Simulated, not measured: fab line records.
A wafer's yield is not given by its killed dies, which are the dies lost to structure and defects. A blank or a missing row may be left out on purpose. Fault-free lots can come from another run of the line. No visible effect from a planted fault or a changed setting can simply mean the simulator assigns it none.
Struck lot and sound lot, side by side || flow n5 finfet || 42 out of 1938 route steps
Sound: the wafers L363.1, L363.4, L363.6. Struck: wafer L370.2. (L370.3, L370.5 of the same lot were not struck and are left out.) The cause comes at the end.
Per side, at each step with rows, come the tool, then ch with its chambers, and then its first start. Under that, the readings that differ: sound wafers || struck wafers || difference of the means || sigmas: that difference in standard deviations of wafers without a fault.
alike: readings with means less than 2 such deviations apart, plus words and numbers identical on both sides. not compared: withheld readings, readings lacking a value on some wafer, bounds such as >300 that could conceal the same value, and numbers that have no deviation in the record and whose values overlap.
Wherever a step has rows on one side only, a row that says differs or no value, or a row with sigmas, the two part there. Non-overlapping numbers with no deviation appear without sigmas and do not part them. Lack of a reading on every wafer of one side parts them only where that side has two or more wafers.

first, 1 step without rows for these wafers: N5_BEOL_M1_ETCH_41 (etches SiCN in CH3F/O2, target depth 31.9 nm, time 57.8 s).
N5_BEOL_M1_STRIP_97: strips in N2/H2, time 10 s.
  sound: rie diel-06 ch 0,1,2; struck: rie diel-02 ch 2
  alike: drypump motor current A, oes product au, rf vpp V, showerhead plenum p Torr, temp c, throttle valve pct
  not compared: rf hours counter h
N5_BEOL_M1_OCD_MEAS_38:
  sound on ocd-01, day 8 15:58; struck on ocd-01, day 10 13:04
  alike: trench depth nm
then, 4 steps without rows for these wafers: N5_BEOL_M1_HM_STRIP_39 (strips TiN in peroxide tin strip, target depth 25 nm, time 158 s); N5_BEOL_M1_SRD_40 (time 30 s); N5_BEOL_M1_PRECLEAN_42 (cleans in residue remover, time 60 s); N5_BEOL_M1_SRD_43 (time 30 s).
N5_BEOL_M1_CD_MEAS_35: target cd 18 nm, target cd y 21 nm.
  sound on cd sem-01, day 8 16:07; struck on cd sem-01, day 10 13:13
  alike: cd nm
then, 4 steps without rows for these wafers: N5_BEOL_M1_DEGAS_44 (time 60 s); N5_BEOL_M1_PRE_CLEAN_45 (time 30 s); N5_BEOL_M1_ALD_84 (deposits TaN, pulse time 2 s, purge time 3 s, co reactant purge time 2 s); N5_BEOL_M1_SURFACE_TREAT_85.
N5_BEOL_M1_CVD_47: deposits Co from CCTBA/H2, target thk 3 nm, time 223.8 s.
  sound on cvd co-01 ch 1,2, day 8 16:51; struck on cvd co-02 ch 0, day 10 14:24
  not compared: since wet clean h
then, 3 steps without rows for these wafers: N5_BEOL_M1_SPUTTER_48 (material Cu, target thk 4.5 nm, time 8.29 s); N5_BEOL_M1_ANNEAL_49 (time 240 s); N5_BEOL_M1_SPUTTER_79 (material Cu, target thk 4.5 nm, time 8.29 s).
N5_BEOL_M1_ANNEAL_80: time 240 s.
  sound on pvd sputter-03, day 8 17:33; struck on pvd sputter-02, day 10 15:24
  alike: heater power w
then, 14 steps without rows for these wafers: N5_BEOL_M1_SPUTTER_81 (material Cu, target thk 4.5 nm, time 8.29 s); N5_BEOL_M1_ANNEAL_82 (time 240 s); N5_BEOL_M1_SPUTTER_86 (material Cu, target thk 4.5 nm, time 8.29 s); N5_BEOL_M1_ANNEAL_87 (time 240 s); N5_BEOL_M1_SPUTTER_88 (material Cu, target thk 4.5 nm, time 8.29 s); N5_BEOL_M1_ANNEAL_89 (time 240 s); N5_BEOL_M1_SPUTTER_90 (material Cu, target thk 4.5 nm, time 8.29 s); N5_BEOL_M1_ANNEAL_91 (time 240 s); N5_BEOL_M1_SPUTTER_92 (material Cu, target thk 4.5 nm, time 8.29 s); N5_BEOL_M1_ANNEAL_93 (time 240 s); N5_BEOL_M1_SPUTTER_94 (material Cu, target thk 4.5 nm, time 8.29 s); N5_BEOL_M1_ANNEAL_95 (time 240 s); N5_BEOL_M1_SPUTTER_96 (material Cu, target thk 4.5 nm, time 8.29 s); N5_BEOL_M1_ECD_50 (material Cu, target thk 300 nm).
N5_BEOL_M1_ANNEAL_51: time 90 s.
  sound on rtp anneal-02 ch 0, day 8 19:13; struck on rtp anneal-01 ch 0, day 10 17:06
  alike: wafer_temp_C_max
N5_BEOL_M1_CMP_52: polishes, stops on SiOC, t overpolish 6.8 s, target thk 40 nm.
  sound on cmp-04 ch 0,2, day 8 19:32; struck on cmp-02 ch 1, day 10 17:21
{"reading": "time to endpoint s (s)", "sound": "66.1 63.9 59.6", "struck": 57.8, "difference": -5.4, "sigmas": -2}
  alike: barrier field endpoint s, edge zone pressure frac, motor current A, overpolish run s, platen rpm
N5_BEOL_M1_THK_MEAS_53: measures by xrf.
  sound on film metro-02, day 8 19:48; struck on film metro-01, day 10 17:38
  alike: M1_THK
then, 3 steps without rows for these wafers: N5_BEOL_M1_PRE_CLEAN_60 (time 15 s); N5_BEOL_M1_CO_CAP_55 (material Co, precursor CCTBA/H2, target thk 2 nm, time 102.1 s); N5_BEOL_M1_PRE_CLEAN_56 (time 15 s).
N5_BEOL_M1_DEP_57: deposits SiCN from 3MS/NH3, target thk 8 nm, time 14 s.
  sound on pecvd-04 ch 0,1,2, day 8 19:59; struck on pecvd-04 ch 1, day 10 17:50
  alike: showerhead plenum p Torr, throttle valve pct
  not compared: since wet clean h
N5_BEOL_M1_RS_MEAS_58: measures by four-point-probe.
  sound on film metro-01, day 8 20:04; struck on film metro-02, day 10 17:54
  alike: M1_RS
then, 1 step without rows for these wafers: N5_BEOL_M2_ILD_DEP_00 (deposits SiOC from DEMS/O2, target thk 79 nm, time 15.3 s).
N5_BEOL_M2_THK_MEAS_01:
  sound on film metro-01, day 8 20:13; struck on film metro-02, day 10 18:02
  alike: M2_ILD_THK
-- here the record skips 8 days between the struck wafers' starts before and after, leaving off in module BEOL_M2 and picking up in module PASSIVATION (first step shown: number 1936 of the route) --
N5_PASSIVATION_PROBE_49:
  sound on prober-01, day 16 17:11; struck on prober-01, day 19 01:03
{"reading": "defect limited yield (%)", "sound": 93.0, "struck": 82.6, "difference": -10.4, "sigmas": -7}
{"reading": "killed_at_M0_to_M3", "sound": 31, "struck": 147, "difference": "+116", "sigmas": "+12"}
{"reading": "killed dies", "sound": 83, "struck": 205, "difference": "+122", "sigmas": "+8"}
{"reading": "sort_bin_5_function (%)", "sound": 3.8, "struck": 11.9, "difference": "+8.1", "sigmas": "+9"}
{"reading": "sort n pass", "sound": 1097, "struck": 975, "difference": -122, "sigmas": -7}
{"reading": "sort yield pct (%)", "sound": 93.0, "struck": 82.6, "difference": -10.4, "sigmas": -7}
  alike: killed_at_M4_up, killed at contacts, killed at front end, killed at other, killed open, killed short, sort_bin_6_memory

== WHERE THEY PART ==
Earliest at N5_BEOL_M1_CMP_52; latest, in this record, at N5_PASSIVATION_PROBE_49.

WHY: the cause the simulator had injected
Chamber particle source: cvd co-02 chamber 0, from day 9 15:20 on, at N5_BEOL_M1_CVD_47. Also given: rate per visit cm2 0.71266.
